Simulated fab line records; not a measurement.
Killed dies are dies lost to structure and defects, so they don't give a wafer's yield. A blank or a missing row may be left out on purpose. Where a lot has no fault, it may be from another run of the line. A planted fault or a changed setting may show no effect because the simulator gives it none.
Matching of chambers + flow n5-finfet + rie-diel-06 running N5_BEOL_M0_STRIP_104: 4 sister chambers
The step strips in N2/H2. 14 wafers are shown with their chamber, then 7 later ones without.

EACH WAFER AND ITS CHAMBER
| wafer  | chamber | showerhead-plenum-p-Torr (Torr) | throttle-valve-pct (%) | oes-product-au (a.u.) |
|--------|---------|---------------------------------|------------------------|-----------------------|
| L076.2 | 1       | 2.40                            | 23.97                  | 0.70                  |
| L076.5 | 1       | 2.40                            | 23.97                  | 0.71                  |
| L076.6 | 2       | 2.59                            | 23.38                  | 0.95                  |
| L081.2 | 1       | 2.39                            | 23.97                  | 0.70                  |
| L081.4 | 0       | 2.41                            | 23.76                  | 0.75                  |
| L081.5 | 1       | 2.39                            | 24.00                  | 0.70                  |
| L083.2 | 0       | 2.41                            | 23.78                  | 0.73                  |
| L083.5 | 2       | 2.58                            | 23.37                  | 0.91                  |
| L083.6 | 1       | 2.39                            | 23.98                  | 0.70                  |
| L084.3 | 3       | 2.54                            | 23.40                  | 0.76                  |
| L084.4 | 2       | 2.58                            | 23.38                  | 0.90                  |
| L084.5 | 2       | 2.58                            | 23.38                  | 0.90                  |
| L092.2 | 3       | 2.54                            | 23.41                  | 0.75                  |
| L092.3 | 2       | 2.57                            | 23.41                  | 0.86                  |

SIGNATURES (averages over the wafers above)
| reading                  | chamber 0 | chamber 1 | chamber 2 | chamber 3 | scatter within a chamber |
|--------------------------|-----------|-----------|-----------|-----------|--------------------------|
| showerhead-plenum-p-Torr | 2.4100    | 2.3940    | 2.5800    | 2.5400    | 0.00566                  |
| throttle-valve-pct       | 23.7700   | 23.9780   | 23.3840   | 23.4050   | 0.0136                   |
| oes-product-au           | 0.7400    | 0.7020    | 0.9040    | 0.7550    | 0.0211                   |
Rule: for a wafer and a chamber, the distance is found by dividing, reading by reading, the gap between the wafer's reading and the chamber's mean by the reading's scatter, squaring, summing and taking the root. The wafer belongs to the nearest chamber; if the next one is less than 2 further off, it can't be placed. How the scatter is found: for the shown wafers, subtract from each reading the mean of its chamber, square and add these, divide the total by (wafers less chambers), then take the root.

WAFERS WHOSE CHAMBER IS MISSING
| wafer  | showerhead-plenum-p-Torr (Torr) | throttle-valve-pct (%) | oes-product-au (a.u.) |
|--------|---------------------------------|------------------------|-----------------------|
| L092.4 | 2.71                            | 23.61                  | 0.96                  |
| L096.1 | 2.53                            | 23.41                  | 0.74                  |
| L096.4 | 2.70                            | 23.59                  | 0.92                  |
| L096.6 | 2.53                            | 23.42                  | 0.74                  |
| L097.4 | 2.70                            | 23.65                  | 0.92                  |
| L097.5 | 2.53                            | 23.45                  | 0.73                  |
| L097.6 | 2.40                            | 23.83                  | 0.70                  |

WHICH CHAMBER EACH WENT THROUGH
| wafer  | from the rows above | in truth                   |
|--------|---------------------|----------------------------|
| L092.4 | 2                   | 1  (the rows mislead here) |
| L096.1 | 3                   | 3                          |
| L096.4 | 2                   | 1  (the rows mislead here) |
| L096.6 | 3                   | 3                          |
| L097.4 | 2                   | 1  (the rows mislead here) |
| L097.5 | 3                   | 3                          |
| L097.6 | 0                   | 0                          |
Placed correctly: 4 of 7. Not placeable from these rows: 0. Wrongly placed: 3.
